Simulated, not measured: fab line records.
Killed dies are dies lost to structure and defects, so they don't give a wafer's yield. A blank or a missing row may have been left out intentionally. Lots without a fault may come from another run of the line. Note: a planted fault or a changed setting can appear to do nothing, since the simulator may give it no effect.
The tool behind it: which one? :: flow nand harc :: 6 lots with 18 wafers sampled at 3 steps, on a route of 1302 steps

== WHAT THE GAUGES SHOWED, per wafer ==
NHARC_P_CONTACT_INSPECT_14.
lot: L148
measured: day 6 07:49
on: defect inspect-01
raw defect count: 3 3 3

lot: L150
measured: day 6 23:54
on: defect inspect-01
raw defect count: 4 2 5

lot: L153
measured: day 8 15:50
on: defect inspect-02
raw defect count: 3 8 5

lot: L161
measured: day 11 21:17
on: defect inspect-01
raw defect count: 2 6 2

lot: L165
measured: day 13 15:40
on: defect inspect-01
raw defect count: 3 4 5

lot: L170
measured: day 15 16:43
on: defect inspect-01
raw defect count: 3 0 3

== WHICH TOOL RAN EACH LOT (tool, then ch and the chambers of the sampled wafers, then the start) ==
lot: L148
NHARC_P_CONTACT_DEP_00: pecvd-04 ch 0,1,2, day 6 06:53 or earlier
NHARC_P_CONTACT_CMP_01: cmp-01 ch 1,3, day 6 06:53

lot: L150
NHARC_P_CONTACT_DEP_00: pecvd-04 ch 1,2, day 6 23:00 or earlier
NHARC_P_CONTACT_CMP_01: cmp-04 ch 0,1,3, day 6 23:00

lot: L153
NHARC_P_CONTACT_DEP_00: pecvd-02 ch 0,1, day 8 15:02 or earlier
NHARC_P_CONTACT_CMP_01: cmp-03 ch 1,3, day 8 15:02

lot: L161
NHARC_P_CONTACT_DEP_00: pecvd-02 ch 0,1, day 11 20:22 or earlier
NHARC_P_CONTACT_CMP_01: cmp-01 ch 0,1,3, day 11 20:22

lot: L165
NHARC_P_CONTACT_DEP_00: pecvd-04 ch 0,1,2, day 13 14:50 or earlier
NHARC_P_CONTACT_CMP_01: cmp-03 ch 0,1,2, day 13 14:50

lot: L170
NHARC_P_CONTACT_DEP_00: pecvd-04 ch 1,2, day 15 15:53 or earlier
NHARC_P_CONTACT_CMP_01: cmp-03 ch 0,2,3, day 15 15:53
- NHARC_P_CONTACT_DEP_00: deposits SiO2, target thk 500 nm.
- NHARC_P_CONTACT_CMP_01: polishes SiO2, target thk 200 nm.

== THE ANSWER, worked out from the rows above alone ==
Rule: the usual values come from the lots themselves. The widest of any qualifying gaps counts: lots, ordered by their means at a reading, are off when they make up no more than a third of the lots, leave a main group of 4 or more, and stand apart from it by 3 or more times the standard deviation of that group's means. Not used: any main group whose means are identical at the precision the tables above print for the reading. Also off: a lot with no number at a reading for which 4 or more lots have one. The other lots that the step has rows for count as sound.
Across all readings shown, no lot is off: no conclusion can be drawn from this.

== WHAT HAD BEEN PUT IN BY THE SIMULATOR ==
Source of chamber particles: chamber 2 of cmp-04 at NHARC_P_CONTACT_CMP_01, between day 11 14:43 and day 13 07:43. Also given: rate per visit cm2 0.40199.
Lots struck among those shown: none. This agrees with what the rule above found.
